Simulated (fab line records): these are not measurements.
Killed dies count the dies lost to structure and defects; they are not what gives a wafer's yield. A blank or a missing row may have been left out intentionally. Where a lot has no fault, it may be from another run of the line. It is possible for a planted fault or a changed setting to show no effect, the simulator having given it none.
fab line records | flow n5-finfet
[record] lots = 7 wafers = 39
route steps=1938 shown FIN_SAQP@138 DUMMY_GATE@220 MOL_CONTACT_COAG@586 BEOL_M3@931
start-h: hours from the record's opening day to when the first of the lot's shown wafers began | wait-h: hours elapsed since this lot's preceding step | " repeats the value in the row above | L1.1+2: a single row standing in for several wafers | - either no value or no given start | * or withheld: withheld | < > ~ a bound
route shown NAME@n: a module of which the file shows steps, and the number in the route of the first | usual: mean and standard deviation over wafers with no fault | same: alike in all rows | chamber/n: place in a boat | sites: per-site readings | _std_site: the standard deviation of these | _edge_site: mean of outer sites minus mean of inner sites | radius-mm: how far each site lies from the wafer's centre | mask NAME#n: copy n | behind: the most recent tool/chamber to have shaped the wafer | hold: why the lot went on hold/how many hours it stayed there/how the hold came to an end | device: the n, p or np transistor that did not switch | end of line: the tests these same wafers got at the end of their route | where a step has no rows: the recipe by itself | killed: count of dies lost to structure and defects at first sort (not the wafer's yield) | map: per-die view of a wafer (x killed, . not killed, _ where there is no die)
set.NAME: the setting as run; set.NAME@STEP: as run at that earlier step | model.NAME: the simulator's own value behind a step, which no gauge read
lots whose settings were changed on purpose; a table a step, a row a wafer
[[steps]]
[step N5_FIN_SAQP_SPACER2_ALD_28]
[recipe] material = SiO2 target-thk-a = 81 temp-c = 300 ald-precursor-family = BDEAS ald-co-reactant = O2-plasma pulse-time-s = 1 purge-time-s = 2 co-reactant-purge-time-s = 2 pressure-torr = 2
// columns lot.wafer tool chamber start-h wait-h set.target-thk-a model.SiO2_of_FIN_SAQP_SPACER2_ALD_28.thk-nm
L075.1+2+6 ald-sin-04 1,3,2 31.31 0.1 81 8.2
L075.3+4+5 " 2,0,1 " " 63.53 6.4
L077.1 ald-sin-04 1 42.42 0.1 81 8.2
L077.2+5 " 3,1 " " 81 8
L077.3+4+6 " 2,2,3 " " 40.46 4
L083.1+2+4 ald-sin-04 2,3,0 79.60 0.2 64.05 6.4
L083.3+5+6 " 1,1,2 " " 81 8.2
L084.1+4 ald-sin-04 2,0 86.05 0.4 97.02 9.6
L084.2 " 1 " " 81 8
L084.3 " 3 " " 97.02 9.8
L084.5+6 " 1,2 " " 81 8.2
L087.1+5 ald-sin-03 1,2 104.49 0.1 81 8
L087.2+4+6 " 3,0,3 " " 38.55 3.8
L087.3 " 2 " " 81 8.2
L090.1+2+4 ald-sin-02 2,0,1 122.35 0.1 93.28 9.4
L090.3+6 " 3,2 " " 81 8.2
L090.5 " 1 " " 81 8
L095.1+3+4 ald-sin-02 0,3,1 152.26 0.1 81 8
[step N5_FIN_SAQP_SPACER2_ETCHBACK_29]
[recipe] chemistry = CHF3/O2 mode = anisotropic-etchback target = SiO2 target-depth-a = 122 time-s = 6.1 pressure-mtorr = 30 source-w = 650 bias-w = 170 Ar_flow_sccm = 200 CHF3_flow_sccm = 50 O2_flow_sccm = 5 ion-energy-ev = 200
[step N5_FIN_SAQP_MANDREL2_REMOVE_60]
[recipe] chemistry = HBr/Cl2/O2 bt-time-s = 10 target = a-Si stop-on = SiNx endpoint = OES-SiCl over-etch-frac = 1 icp-w = 600 bias-w = 22 HBr_flow_sccm = 150 Cl2_flow_sccm = 80 O2_flow_sccm = 5 pressure-mtorr = 10
// columns lot.wafer tool chamber start-h wait-h set.target-thk-a@FIN_SAQP_SPACER2_ALD_28 model.FIN_SAQP.cd-nm
L075.1+2+6 rie-si-06 1,0,0 31.72 0.1 81 8
L075.3+4 " 2,3 " " 63.53 6.2
L075.5 " 1 " " 63.53 6.4
L077.1+2+5 rie-si-01 0,2,3 42.83 0.1 81 8
L077.3+4 " 1,3 " " 40.46 4
L077.6 " 2 " " 40.46 3.8
L083.1+2+4 rie-si-01 0,1,2 80.03 0.1 64.05 6.4
L083.3+5+6 " 3,3,0 " " 81 8
L084.1+4 rie-si-04 3,0 86.46 0.1 97.02 9.6
L084.2+5+6 " 2,1,2 " " 81 8
L084.3 " 1 " " 97.02 9.8
L087.1+3+5 rie-si-06 1,2,2 104.90 0.1 81 8
L087.2+4+6 " 0,3,3 " " 38.55 3.8
L090.1+2+4 rie-si-04 2,1,3 122.86 0.1 93.28 9.2
L090.3+5+6 " 3,2,1 " " 81 8
L095.1+3 rie-si-06 2,3 152.68 0.1 81 8
L095.4 " 1 " " 81 7.8
[step N5_FIN_SAQP_CD_MEAS_31]
[recipe] target-cd-nm = 8 landing-energy-ev = 1000 detector = se-inlens polarity = line
[usual] cd-nm = 8.07/0.21
// columns lot.wafer tool chamber start-h wait-h set.target-thk-a@FIN_SAQP_SPACER2_ALD_28 cd-nm
L075.1 cd-sem-03 0 31.83 0.1 81 7.82
L075.2 " 0 " " 81 8.32
L075.3 " 0 " " 63.53 6.39
L075.4 " 0 " " 63.53 6.47
L075.5 " 0 " " 63.53 6.62
L075.6 " 0 " " 81 8.00
L077.1 cd-sem-02 0 42.94 0.1 81 8.13
L077.2 " 0 " " 81 7.85
L077.3 " 0 " " 40.46 4.08
L077.4 " 0 " " 40.46 4.05
L077.5 " 0 " " 81 8.11
L077.6 " 0 " " 40.46 3.88
L083.1 cd-sem-01 0 80.14 0.1 64.05 6.37
L083.2 " 0 " " 64.05 6.23
L083.3 " 0 " " 81 7.95
L083.4 " 0 " " 64.05 6.26
L083.5 " 0 " " 81 8.19
L083.6 " 0 " " 81 8.45
L084.1 cd-sem-01 0 86.57 0.1 97.02 9.46
L084.2 " 0 " " 81 7.94
L084.3 " 0 " " 97.02 9.90
L084.4 " 0 " " 97.02 9.50
L084.5 " 0 " " 81 7.98
L084.6 " 0 " " 81 7.93
L087.1 cd-sem-01 0 105.01 0.1 81 7.99
L087.2 " 0 " " 38.55 3.70
L087.3 " 0 " " 81 7.62
L087.4 " 0 " " 38.55 3.59
L087.5 " 0 " " 81 7.67
L087.6 " 0 " " 38.55 3.91
L090.1 cd-sem-03 0 122.97 0.1 93.28 9.02
L090.2 " 0 " " 93.28 9.18
L090.3 " 0 " " 81 7.75
L090.4 " 0 " " 93.28 9.20
L090.5 " 0 " " 81 8.30
L090.6 " 0 " " 81 8.24
L095.1 cd-sem-03 0 152.79 0.1 81 7.70
L095.3 " 0 " " 81 8.00
L095.4 " 0 " " 81 7.75
[step N5_FIN_SAQP_HM_OPEN_33]
[recipe] chemistry = CH3F/O2 target = SiNx mask-material = SiO2 target-depth-a = 494 time-s = 70.6 pressure-mtorr = 30 source-w = 395 bias-w = 73 Ar_flow_sccm = 150 CH3F_flow_sccm = 30 O2_flow_sccm = 20 ion-energy-ev = 120 ends = cleared
// columns lot.wafer tool chamber start-h wait-h set.target-thk-a@FIN_SAQP_SPACER2_ALD_28 model.FIN_SAQP.cd-nm
L075.1+6 rie-diel-03 1,0 31.88 0.0 81 8
L075.2 " 2 " " 81 8.2
L075.3+4 " 0,3 " " 63.53 6.2
L075.5 " 3 " " 63.53 6.4
L077.1+2 rie-diel-01 1,0 42.99 0.0 81 8
L077.3+4 " 2,3 " " 40.46 4
L077.5 " 3 " " 81 8.2
L077.6 " 0 " " 40.46 3.8
L083.1+2+4 rie-diel-04 0,3,2 80.22 0.1 64.05 6.4
L083.3 " 1 " " 81 8
L083.5+6 " 0,3 " " 81 8.2
L084.1+4 rie-diel-03 0,3 86.62 0.0 97.02 9.6
L084.2+5+6 " 1,0,1 " " 81 8
L084.3 " 2 " " 97.02 9.8
L087.1+3 rie-diel-04 3,0 105.06 0.0 81 8.2
L087.2+4 " 2,1 " " 38.55 3.8
L087.5 " 2 " " 81 8
L087.6 " 3 " " 38.55 4
L090.1+2+4 rie-diel-04 1,2,3 124.03 1.1 93.28 9.2
L090.3+5+6 " 0,1,2 " " 81 8
L095.1+4 rie-diel-03 0,3 152.84 0.0 81 7.8
L095.3 " 1 " " 81 8
[step N5_FIN_SAQP_ETCH_34]
[recipe] chemistry = C4F6/O2 target = SiO2 target-depth-a = 450 time-s = 15 ion-energy-ev = 250 pressure-mtorr = 30 source-w = 345 bias-w = 185 Ar_flow_sccm = 300 C4F6_flow_sccm = 10 O2_flow_sccm = 10 ends = cleared
[step N5_FIN_SAQP_STRIP_77]
[recipe] chemistry = N2/H2 time-s = 90 power-w = 100 temp-c = 40 pressure-mtorr = 100 rf-frequency-hz = 6e+07 bias-power-w = 3 n2-flow-sccm = 300 h2-flow-sccm = 300
[step N5_FIN_SAQP_HM_CD_35]
[recipe] target-cd-nm = 8 polarity = line
[usual] cd-nm = 8.06/0.24
// columns lot.wafer tool chamber start-h wait-h set.target-thk-a@FIN_SAQP_SPACER2_ALD_28 cd-nm
L075.1 cd-sem-01 - 32.10 0.1 81 8.32
L075.2 " - " " 81 7.91
L075.3 " - " " 63.53 6.13
L075.4 " - " " 63.53 6.09
L075.5 " - " " 63.53 6.48
L075.6 " - " " 81 7.99
L077.1 cd-sem-03 - 43.21 0.1 81 8.07
L077.2 " - " " 81 7.86
L077.3 " - " " 40.46 3.95
L077.4 " - " " 40.46 3.83
L077.5 " - " " 81 8.13
L077.6 " - " " 40.46 3.91
L083.1 cd-sem-01 - 80.43 0.1 64.05 6.38
L083.2 " - " " 64.05 6.58
L083.3 " - " " 81 8.21
L083.4 " - " " 64.05 6.48
L083.5 " - " " 81 8.64
L083.6 " - " " 81 7.97
L084.1 cd-sem-03 - 86.84 0.1 97.02 9.46
L084.2 " - " " 81 7.98
L084.3 " - " " 97.02 9.64
L084.4 " - " " 97.02 9.69
L084.5 " - " " 81 7.66
L084.6 " - " " 81 8.06
L087.1 cd-sem-02 - 105.28 0.1 81 8.46
L087.2 " - " " 38.55 4.30
L087.3 " - " " 81 7.98
L087.4 " - " " 38.55 4.09
L087.5 " - " " 81 7.91
L087.6 " - " " 38.55 3.82
L090.1 cd-sem-02 - 124.24 0.1 93.28 8.97
L090.2 " - " " 93.28 9.45
L090.3 " - " " 81 8.05
L090.4 " - " " 93.28 9.53
L090.5 " - " " 81 7.75
L090.6 " - " " 81 7.96
L095.1 cd-sem-03 - 153.05 0.1 81 7.73
L095.3 " - " " 81 8.41
L095.4 " - " " 81 7.57
[step N5_FIN_SAQP_ETCH_64]
[recipe] chemistry = CF4 target = SiO2 target-depth-a = 15 ion-energy-ev = 350 pressure-mtorr = 10 icp-w = 800 bias-w = 400 cf4-flow-sccm = 80
[step N5_FIN_SAQP_FIN_ETCH_36]
[recipe] chemistry = HBr/Cl2/O2 target-depth-a = 1200 mask-material = SiNx time-s = 50.4 bias-w = 102 pressure-mtorr = 10 icp-w = 800 HBr_flow_sccm = 150 Cl2_flow_sccm = 80 O2_flow_sccm = 12
[step N5_FIN_SAQP_CD_MEAS_37]
[recipe] target-cd-nm = 8 polarity = line
[usual] cd-nm = 8.08/0.21
// columns lot.wafer tool chamber start-h wait-h set.target-thk-a@FIN_SAQP_SPACER2_ALD_28 cd-nm
L075.1 cd-sem-01 - 32.29 0.1 81 8.05
L075.2 " - " " 81 8.21
L075.3 " - " " 63.53 6.13
L075.4 " - " " 63.53 5.94
L075.5 " - " " 63.53 6.26
L075.6 " - " " 81 7.75
L077.1 cd-sem-01 - 43.39 0.1 81 7.94
L077.2 " - " " 81 8.12
L077.3 " - " " 40.46 3.89
L077.4 " - " " 40.46 4.06
L077.5 " - " " 81 7.87
L077.6 " - " " 40.46 3.90
L083.1 cd-sem-01 - 80.62 0.1 64.05 6.64
L083.2 " - " " 64.05 6.01
L083.3 " - " " 81 7.89
L083.4 " - " " 64.05 6.49
L083.5 " - " " 81 8.28
L083.6 " - " " 81 8.30
L084.1 cd-sem-01 - 87.03 0.1 97.02 9.92
L084.2 " - " " 81 8.10
L084.3 " - " " 97.02 9.93
L084.4 " - " " 97.02 9.39
L084.5 " - " " 81 8.27
L084.6 " - " " 81 7.88
L087.1 cd-sem-02 - 105.46 0.1 81 8.00
L087.2 " - " " 38.55 3.72
L087.3 " - " " 81 8.11
L087.4 " - " " 38.55 3.44
L087.5 " - " " 81 7.99
L087.6 " - " " 38.55 3.91
L090.1 cd-sem-02 - 124.43 0.1 93.28 9.19
L090.2 " - " " 93.28 9.24
L090.3 " - " " 81 8.06
L090.4 " - " " 93.28 9.52
L090.5 " - " " 81 8.00
L090.6 " - " " 81 8.05
L095.1 cd-sem-03 - 153.24 0.1 81 7.75
L095.3 " - " " 81 8.18
L095.4 " - " " 81 7.93
[step N5_DUMMY_GATE_HM_DEP_06]
[recipe] material = SiNx target-thk-a = 800 precursor = DCS/NH3 temp-c = 700 pressure-mtorr = 300 time-s = 5141
// columns lot.wafer tool chamber start-h wait-h set.target-thk-a model.SiNx_of_DUMMY_GATE_HM_DEP_06.thk-nm
L075.1 - - - 0.0 357.1 35.2
L075.2 " - " " 357.1 34.8
L075.3 " - " " 357.1 35
L075.4 " - " " 357.1 34.6
L075.5 " - " " 357.1 35.4
L075.6 " - " " 357.1 34.4
L077.1 - - - 0.0 800 79.8
L077.2+6 " - " " 800 79
L077.3 " - " " 800 80
L077.4 " - " " 800 79.2
L077.5 " - " " 800 79.4
L083.1 - - - 0.0 446.3 44.6
L083.2+4+6 " - " " 446.3 44.8
L083.3 " - " " 446.3 44.4
L083.5 " - " " 446.3 44.2
L084.1+4 - - - 0.0 967.2 96
L084.2+5 " - " " 967.2 96.8
L084.3 " - " " 967.2 96.6
L084.6 " - " " 967.2 96.2
L087.1 - - - 0.0 621.1 62.8
L087.2 " - " " 621.1 61.4
L087.3 " - " " 621.1 62
L087.4+5 " - " " 621.1 62.2
L087.6 " - " " 621.1 62.4
L090.1 - - - 0.0 1192 118.6
L090.2+3+5+6 " - " " 1192 118.8
L090.4 " - " " 1192 119.4
L095.1 lpcvd-01 1/15 168.59 0.0 800 79.8
L095.3+4 " 1/25,1/29 " " 800 79.4
[step N5_MOL_CONTACT_COAG_VIA_ETCH_46]
[recipe] chemistry = C4F6/O2 target-depth-a = 460 overetch-a = 92 mask-material = SOC target = SiO2 bias-w = 455 pressure-mtorr = 10 time-s = 40 source-w = 325 Ar_flow_sccm = 300 C4F6_flow_sccm = 10 O2_flow_sccm = 10 ion-energy-ev = 575.3 ends = end-point
// columns lot.wafer tool chamber start-h wait-h set.target-depth-a model.etch.depth-nm model.SOC_of_MOL_CONTACT_COAG_COAT_75.thk-nm
L075.1 rie-diel-01 2 101.95 0.0 460 45.55 50.8
L075.2 " 0 " " 322.9 42.04 52.4
L075.3 " 3 " " 460 45.57 51
L075.4 " 1 " " 322.9 42.83 52.2
L075.5 " 0 " " 322.9 41.66 52.4
L075.6 " 1 " " 460 46.64 51
L077.1 rie-diel-04 1 117.71 0.0 460 46.22 50.8
L077.2 " 2 " " 460 44.77 51
L077.3 " 0 " " 385.9 45.38 51.4
L077.4 " 3 " " 460 46.44 51
L077.5 " 3 " " 385.9 46.48 51.8
L077.6 " 2 " " 385.9 45.66 52
L083.1 rie-diel-01 1 158.64 0.0 351.2 44.86 51.8
L083.2 " 0 " " 460 45.01 50.6
L083.3 " 2 " " 460 45.61 50.4
L083.4 " 2 " " 460 46.25 50.4
L083.5 " 0 " " 351.2 44.37 51.8
L083.6 " 1 " " 351.2 44.89 51.8
L084.1 rie-diel-01 2 163.47 0.0 460 45.13 50.8
L084.2 " 1 " " 460 44.64 50.6
L084.3 " 0 " " 460 45.36 50.8
L084.4 " 1 " " 460 45.93 50.8
L084.5 " 2 " " 460 46.1 51
L084.6 " 0 " " 460 45.71 50.8
L087.1 rie-diel-04 3 177.37 0.0 460 45.09 50.8
L087.2 " 0 " " 291.1 38.45 53
L087.3 " 1 " " 460 45.93 50.8
L087.4 " 2 " " 460 46.38 51.4
L087.5 " 2 " " 291.1 37.28 53.2
L087.6 " 1 " " 291.1 37.66 53.2
L090.1 rie-diel-03 1 199.80 0.0 283 37.07 53
L090.2 " 2 " " 283 37.49 53
L090.3 " 3 " " 460 44.96 50.8
L090.4 " 0 " " 460 45.99 50.6
L090.5 " 3 " " 460 45.85 51
L090.6 " 0 " " 283 38.26 52.6
L095.1 rie-diel-04 0 225.15 0.0 460 45.18 50.4
L095.3 " 3 " " 460 47.02 50.4
L095.4 " 2 " " 460 46.08 50.6
[step N5_MOL_CONTACT_COAG_STRIP_96]
[recipe] chemistry = N2/H2 power-w = 500 temp-c = 40 pressure-mtorr = 50 rf-frequency-hz = 6e+07 overash-fraction = 0.3 bias-power-w = 28 h2-frac = 0.5 n2-flow-sccm = 300 h2-flow-sccm = 300
[step N5_MOL_CONTACT_COAG_ETCH_47]
[recipe] chemistry = CH3F/O2 target = SiNx target-depth-a = 270 mask-material = SiO2 stop-on = W over-etch-frac = 0.2 ion-energy-ev = 120 endpoint = OES-CN pressure-mtorr = 30 source-w = 395 bias-w = 73 Ar_flow_sccm = 150 CH3F_flow_sccm = 30 O2_flow_sccm = 20 ends = end-point
[usual] etch-rf-on-time-s = 31.0/0.48
// columns lot.wafer tool chamber start-h wait-h set.target-depth-a@MOL_CONTACT_COAG_VIA_ETCH_46 etch-rf-on-time-s model.etch.over-etch-s
L075.1 rie-diel-01 2 102.06 0.0 460 30.6 5.102
L075.2 " 0 " " 322.9 30.5 5.093
L075.3 " 3 " " 460 31.8 5.306
L075.4 " 1 " " 322.9 30.3 5.052
L075.5 " 0 " " 322.9 30.9 5.15
L075.6 " 1 " " 460 30.3 5.049
L077.1 rie-diel-04 1 117.82 0.0 460 31.4 5.229
L077.2 " 2 " " 460 32.0 5.334
L077.3 " 0 " " 385.9 30.5 5.081
L077.4 " 3 " " 460 31.0 5.169
L077.5 " 3 " " 385.9 30.9 5.152
L077.6 " 2 " " 385.9 31.8 5.297
L083.1 rie-diel-01 1 158.75 0.0 351.2 30.8 5.127
L083.2 " 0 " " 460 30.7 5.114
L083.3 " 2 " " 460 30.7 5.12
L083.4 " 2 " " 460 30.9 5.143
L083.5 " 0 " " 351.2 31.1 5.174
L083.6 " 1 " " 351.2 30.4 5.071
L084.1 rie-diel-01 2 163.58 0.0 460 30.8 5.141
L084.2 " 1 " " 460 30.8 5.14
L084.3 " 0 " " 460 31.1 5.184
L084.4 " 1 " " 460 31.0 5.159
L084.5 " 2 " " 460 30.9 5.153
L084.6 " 0 " " 460 31.2 5.203
L087.1 rie-diel-04 3 177.48 0.0 460 30.7 5.123
L087.2 " 0 " " 291.1 50.8 0
L087.3 " 1 " " 460 31.3 5.222
L087.4 " 2 " " 460 31.9 5.321
L087.5 " 2 " " 291.1 50.8 0
L087.6 " 1 " " 291.1 50.8 0
L090.1 rie-diel-03 1 199.90 0.0 283 50.8 0
L090.2 " 2 " " 283 50.8 0
L090.3 " 3 " " 460 32.1 5.357
L090.4 " 0 " " 460 30.6 5.109
L090.5 " 3 " " 460 32.1 5.353
L090.6 " 0 " " 283 50.8 0
L095.1 rie-diel-04 0 225.26 0.0 460 31.1 5.175
L095.3 " 3 " " 460 30.5 5.082
L095.4 " 2 " " 460 31.7 5.285
[step N5_BEOL_M3_ILD_DEP_00]
[recipe] material = SiOC target-thk-a = 790 temp-c = 350 precursor = DEMS/O2 pressure-torr = 5 rf-w = 500 time-s = 15.3
// columns lot.wafer tool chamber start-h wait-h set.target-thk-a model.SiOC_of_BEOL_M3_ILD_DEP_00.thk-nm
L075.1 pecvd-01 2 154.32 0.0 1216 120.6
L075.2+5 " 1,0 " " 790 78.6
L075.3 " 0 " " 1216 120.4
L075.4 " 2 " " 1216 123.2
L075.6 " 1 " " 790 79.4
L077.1 pecvd-01 0 159.49 0.0 1095 109.2
L077.2 " 2 " " 790 79.8
L077.3 " 1 " " 1095 109
L077.4 " 1 " " 790 79.4
L077.5 " 2 " " 790 80.4
L077.6 " 0 " " 1095 109.4
L083.1 pecvd-02 1 198.71 0.0 790 79
L083.2 " 2 " " 653.8 64.4
L083.3+6 " 0 " " 790 80.2
L083.4 " 2 " " 653.8 66.6
L083.5 " 1 " " 653.8 66.4
L084.1+2 pecvd-01 2,0 205.93 0.0 790 78.2
L084.3 " 1 " " 790 77.6
L084.4 " 1 " " 606.4 59.8
L084.5 " 2 " " 606.4 60
L084.6 " 0 " " 606.4 61
L087.1 pecvd-01 0 218.03 0.0 524.4 52.2
L087.2 " 1 " " 790 78.4
L087.3 " 2 " " 790 77.8
L087.4 " 1 " " 524.4 53.2
L087.5 " 2 " " 790 80.6
L087.6 " 0 " " 524.4 53
L090.1 pecvd-03 2 242.18 0.0 790 78
L090.2 " 0 " " 1108 110.2
L090.3 " 1 " " 1108 109.8
L090.4 " 2 " " 1108 111.2
L090.5 " 0 " " 790 80
L090.6 " 1 " " 790 79.4
L095.1 pecvd-03 0 273.77 0.0 790 79.2
L095.3 " 1 " " 790 79
L095.4 " 2 " " 790 80.8
[step N5_BEOL_M3_THK_MEAS_01]
[recipe] reads = SiOC_of_BEOL_M3_ILD_DEP_00
[usual] M3_ILD_THK = 79.0/0.95
// columns lot.wafer tool chamber start-h wait-h set.target-thk-a@BEOL_M3_ILD_DEP_00 M3_ILD_THK[nm]
L075.1 film-metro-01 - 154.38 0.0 1216 120.5
L075.2 " - " " 790 78.6
L075.3 " - " " 1216 120.5
L075.4 " - " " 1216 123.1
L075.5 " - " " 790 78.6
L075.6 " - " " 790 79.4
L077.1 film-metro-02 - 159.56 0.0 1095 109.2
L077.2 " - " " 790 79.8
L077.3 " - " " 1095 109.0
L077.4 " - " " 790 79.3
L077.5 " - " " 790 80.3
L077.6 " - " " 1095 109.3
L083.1 film-metro-01 - 198.77 0.0 790 79.0
L083.2 " - " " 653.8 64.5
L083.3 " - " " 790 80.2
L083.4 " - " " 653.8 66.6
L083.5 " - " " 653.8 66.5
L083.6 " - " " 790 80.2
L084.1 film-metro-01 - 206.00 0.0 790 78.1
L084.2 " - " " 790 78.2
L084.3 " - " " 790 77.6
L084.4 " - " " 606.4 59.7
L084.5 " - " " 606.4 60.0
L084.6 " - " " 606.4 61.1
L087.1 film-metro-02 - 218.09 0.0 524.4 52.1
L087.2 " - " " 790 78.5
L087.3 " - " " 790 77.7
L087.4 " - " " 524.4 53.2
L087.5 " - " " 790 80.7
L087.6 " - " " 524.4 53.0
L090.1 film-metro-02 - 242.24 0.0 790 77.9
L090.2 " - " " 1108 110.2
L090.3 " - " " 1108 109.8
L090.4 " - " " 1108 111.2
L090.5 " - " " 790 80.0
L090.6 " - " " 790 79.4
L095.1 film-metro-01 - 273.84 0.0 790 79.1
L095.3 " - " " 790 79.0
L095.4 " - " " 790 80.8
[[key]]
[split] step = N5_FIN_SAQP_SPACER2_ALD_28 setting = target-thk-a stated = 81 by = wafer
[response] step = N5_FIN_SAQP_SPACER2_ALD_28 reading = model.SiO2_of_FIN_SAQP_SPACER2_ALD_28.thk-nm change = +0.0816 per = 1% r = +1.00
[response] step = N5_FIN_SAQP_MANDREL2_REMOVE_60 reading = model.FIN_SAQP.cd-nm change = +0.0805 per = 1% r = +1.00
[response] step = N5_FIN_SAQP_CD_MEAS_31 reading = cd-nm change = +0.0789 per = 1% r = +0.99
[response] step = N5_FIN_SAQP_HM_OPEN_33 reading = model.FIN_SAQP.cd-nm change = +0.0822 per = 1% r = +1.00
[response] step = N5_FIN_SAQP_HM_CD_35 reading = cd-nm change = +0.0813 per = 1% r = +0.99
[response] step = N5_FIN_SAQP_CD_MEAS_37 reading = cd-nm change = +0.0826 per = 1% r = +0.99
[split] step = N5_DUMMY_GATE_HM_DEP_06 setting = target-thk-a stated = 800 by = lot
[response] step = N5_DUMMY_GATE_HM_DEP_06 reading = model.SiNx_of_DUMMY_GATE_HM_DEP_06.thk-nm change = +0.8 per = 1% r = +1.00
[split] step = N5_MOL_CONTACT_COAG_VIA_ETCH_46 setting = target-depth-a stated = 460 by = wafer
[response] step = N5_MOL_CONTACT_COAG_VIA_ETCH_46 reading = model.etch.depth-nm change = +0.162 per = 1% r = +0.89
[response] step = N5_MOL_CONTACT_COAG_VIA_ETCH_46 reading = model.SOC_of_MOL_CONTACT_COAG_COAT_75.thk-nm change = -0.0538 per = 1% r = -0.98
[response] step = N5_MOL_CONTACT_COAG_ETCH_47 reading = etch-rf-on-time-s shape = bent at-lowest = * at-stated = * at-highest = *
[response] step = N5_MOL_CONTACT_COAG_ETCH_47 reading = model.etch.over-etch-s shape = bent at-lowest = 0 at-stated = 5.19 at-highest = 5.19
[split] step = N5_BEOL_M3_ILD_DEP_00 setting = target-thk-a stated = 790 by = wafer
[response] step = N5_BEOL_M3_ILD_DEP_00 reading = model.SiOC_of_BEOL_M3_ILD_DEP_00.thk-nm change = +0.778 per = 1% r = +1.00
[response] step = N5_BEOL_M3_THK_MEAS_01 reading = M3_ILD_THK change = +0.779 per = 1% r = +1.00
